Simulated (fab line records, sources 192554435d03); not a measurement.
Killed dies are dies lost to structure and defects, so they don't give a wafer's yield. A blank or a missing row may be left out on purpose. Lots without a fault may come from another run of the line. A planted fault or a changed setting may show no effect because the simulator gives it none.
Chamber matching | flow n5_finfet | N5_BEOL_M15_DESCUM_33 on rie_diel-01: 4 sister chambers
The step chemistry O2, time 7.9 s. 8 wafers are shown with their chamber, then 8 later ones without.

WAFERS WITH THEIR CHAMBER
wafer  | chamber | showerhead_plenum_p_Torr (Torr) | drypump_motor_current_A (A)
L074.3 | 0       | 2.04                            | 6.3
L079.3 | 1       | 1.97                            | 5.4
L079.6 | 0       | 2.04                            | 6.4
L081.4 | 1       | 1.97                            | 5.4
L082.2 | 2       | 2.10                            | 5.9
L082.4 | 3       | 2.01                            | 6.2
L082.5 | 2       | 2.09                            | 5.9
L090.2 | 3       | 2.01                            | 6.2

WAFERS WITHOUT THEIR CHAMBER
wafer  | showerhead_plenum_p_Torr (Torr) | drypump_motor_current_A (A)
L090.4 | 2.09                            | 5.8
L090.5 | 2.01                            | 6.2
L091.1 | 2.01                            | 6.2
L091.4 | 2.03                            | 6.4
L091.6 | 2.03                            | 6.4
L094.1 | 2.03                            | 6.3
L094.2 | 2.00                            | 6.2
L094.5 | 2.00                            | 6.2

WHICH CHAMBER EACH WENT THROUGH
wafer  | from the rows above | in truth
L090.4 | 2                   | 2
L090.5 | 3                   | 3
L091.1 | 3                   | 3
L091.4 | 0                   | 0
L091.6 | 0                   | 0
L094.1 | 0                   | 0
L094.2 | 3                   | 3
L094.5 | 3                   | 3
Placed correctly: 8 of 8. Can't be placed from these rows: 0. Placed wrongly: 0.
How it was worked out, from the rows above alone: a wafer's distance from a chamber is the root of the sum, over the readings, of the square of ((its reading less the chamber's mean) divided by the reading's scatter). The wafer belongs to the nearest chamber; if the next one is less than 2 further off, it can't be placed. A chamber's mean is the mean of its shown wafers. The scatter: the root of (the sum of the squares of (reading less its chamber's mean) over the shown wafers, divided by (wafers less chambers)).
